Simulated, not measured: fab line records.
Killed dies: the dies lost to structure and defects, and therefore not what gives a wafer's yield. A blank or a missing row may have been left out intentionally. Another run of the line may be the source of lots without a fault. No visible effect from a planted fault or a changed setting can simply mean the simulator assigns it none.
Chamber matching + flow n5 finfet + N5_ILD0_CMP_03 on cmp-04 has 4 sister chambers
The step polishes, stops on SiNx, t overpolish 1.9 s, target thk 197.38 nm. 8 wafers are shown with their chamber, then 8 later ones without.

## EACH WAFER AND ITS CHAMBER
| wafer  | chamber | motor current A (A) | head pressure psi (psi) |
|--------|---------|---------------------|-------------------------|
| L470.1 | 3       | 12.0                | 4.145                   |
| L471.4 | 3       | 12.6                | 4.154                   |
| L472.2 | 0       | 10.3                | 4.149                   |
| L473.4 | 2       | 11.0                | 4.143                   |
| L474.1 | 2       | 10.8                | 4.152                   |
| L474.4 | 1       | 14.3                | 4.153                   |
| L474.6 | 1       | 13.7                | 4.153                   |
| L484.1 | 0       | 9.9                 | 4.158                   |

## WAFERS WITHOUT THEIR CHAMBER
| wafer  | motor current A (A) | head pressure psi (psi) |
|--------|---------------------|-------------------------|
| L484.4 | 11.3                | 4.128                   |
| L484.6 | 12.8                | 4.159                   |
| L487.2 | 13.7                | 4.134                   |
| L487.3 | 12.0                | 4.148                   |
| L487.4 | 11.1                | 4.159                   |
| L491.1 | 13.9                | 4.157                   |
| L491.3 | 9.7                 | 4.141                   |
| L491.6 | 12.5                | 4.155                   |

## EACH ONE'S CHAMBER
| wafer  | from the rows above          | in truth |
|--------|------------------------------|----------|
| L484.4 | can't be placed: 2 or 3      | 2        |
| L484.6 | can't be placed: 3 or 1      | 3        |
| L487.2 | can't be placed: 1 or 3      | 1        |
| L487.3 | 3                            | 3        |
| L487.4 | can't be placed: 2 or 0 or 3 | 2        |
| L491.1 | 1                            | 1        |
| L491.3 | can't be placed: 0 or 2      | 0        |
| L491.6 | 3                            | 3        |
3 of 8 placed correctly. Unplaceable from these rows: 5, with the true chamber sitting among the candidates in 5. 0 placed wrongly.
How it was worked out, from the rows above alone: a wafer's distance from a chamber is the root of the sum, over the readings, of the square of ((its reading less the chamber's mean) divided by the reading's scatter). The wafer belongs to the nearest chamber; if the next one is less than 2 further off, it can't be placed. A chamber's mean is the mean of its shown wafers. The scatter: take each reading less its chamber's mean, square it, sum over the shown wafers, divide by the number of wafers less the number of chambers, and take the root.
